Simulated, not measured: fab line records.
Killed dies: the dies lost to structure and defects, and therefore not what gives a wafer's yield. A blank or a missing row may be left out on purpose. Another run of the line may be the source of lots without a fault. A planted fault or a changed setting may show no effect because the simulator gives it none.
Chamber matching | flow n5Finfet | N5_BEOL_M6_DESCUM_33 on rieDiel-02: 4 sister chambers
The step chemistry O2, time 7 s. 20 wafers are shown with their chamber, then 10 later ones without.

## EACH WAFER AND ITS CHAMBER
wafer  | chamber | showerheadPlenumPTorr (Torr) | drypumpMotorCurrentA (A) | throttleValvePct (%)
L077.3 | 2       | 2.10                         | 4.9                      | 20.61
L077.4 | 2       | 2.10                         | 4.9                      | 20.60
L077.6 | 1       | 2.05                         | 6.7                      | 20.29
L079.1 | 1       | 2.05                         | 6.7                      | 20.29
L079.5 | 2       | 2.10                         | 4.9                      | 20.62
L079.6 | 3       | 2.21                         | 5.9                      | 20.18
L080.1 | 2       | 2.10                         | 5.0                      | 20.60
L080.4 | 0       | 2.23                         | 5.0                      | 20.29
L080.6 | 2       | 2.10                         | 4.9                      | 20.61
L084.1 | 3       | 2.21                         | 5.9                      | 20.19
L084.2 | 1       | 2.05                         | 6.7                      | 20.29
L084.3 | 2       | 2.10                         | 4.9                      | 20.62
L085.2 | 0       | 2.23                         | 5.0                      | 20.29
L085.3 | 2       | 2.10                         | 4.9                      | 20.62
L085.4 | 3       | 2.21                         | 5.9                      | 20.19
L087.2 | 1       | 2.05                         | 6.7                      | 20.29
L087.3 | 3       | 2.21                         | 5.9                      | 20.18
L087.6 | 0       | 2.23                         | 5.0                      | 20.29
L089.3 | 3       | 2.21                         | 5.9                      | 20.18
L089.5 | 2       | 2.09                         | 4.9                      | 20.63

SIGNATURES (means of the wafers above)
reading               | chamber 0 | chamber 1 | chamber 2 | chamber 3 | scatter within a chamber
showerheadPlenumPTorr | 2.2300    | 2.0500    | 2.0987    | 2.2100    | 0.00234
drypumpMotorCurrentA  | 5.000     | 6.700     | 4.913     | 5.900     | 0.0234
throttleValvePct      | 20.2900   | 20.2900   | 20.6137   | 20.1840   | 0.00753
Rule: for a wafer and a chamber, the distance is found by dividing, reading by reading, the gap between the wafer's reading and the chamber's mean by the reading's scatter, squaring, summing and taking the root. The wafer belongs to the nearest chamber; if the next one is less than 2 further off, it can't be placed. The scatter is the square root of a quotient: the sum, over the shown wafers, of each reading's squared deviation from its chamber's mean, divided by wafers minus chambers.

## WAFERS WITH NO CHAMBER GIVEN
wafer  | showerheadPlenumPTorr (Torr) | drypumpMotorCurrentA (A) | throttleValvePct (%)
L089.6 | 2.04                         | 6.7                      | 20.32
L088.1 | 2.21                         | 5.9                      | 20.20
L088.3 | 2.22                         | 5.0                      | 20.30
L088.4 | 2.09                         | 5.0                      | 20.64
L091.2 | 2.21                         | 5.9                      | 20.19
L091.5 | 2.09                         | 4.9                      | 20.62
L091.6 | 2.04                         | 6.7                      | 20.32
L095.1 | 2.20                         | 5.9                      | 20.21
L095.2 | 2.04                         | 6.7                      | 20.34
L095.4 | 2.09                         | 5.0                      | 20.63

## CHAMBER TAKEN BY EACH
wafer  | from the rows above | in truth
L089.6 | 1                   | 1
L088.1 | 3                   | 3
L088.3 | 0                   | 0
L088.4 | 2                   | 2
L091.2 | 3                   | 3
L091.5 | 2                   | 2
L091.6 | 1                   | 1
L095.1 | 3                   | 3
L095.2 | 1                   | 1
L095.4 | 2                   | 2
Placed correctly: 10 of 10. From these rows, 0 cannot be placed. Placed wrongly: 0.
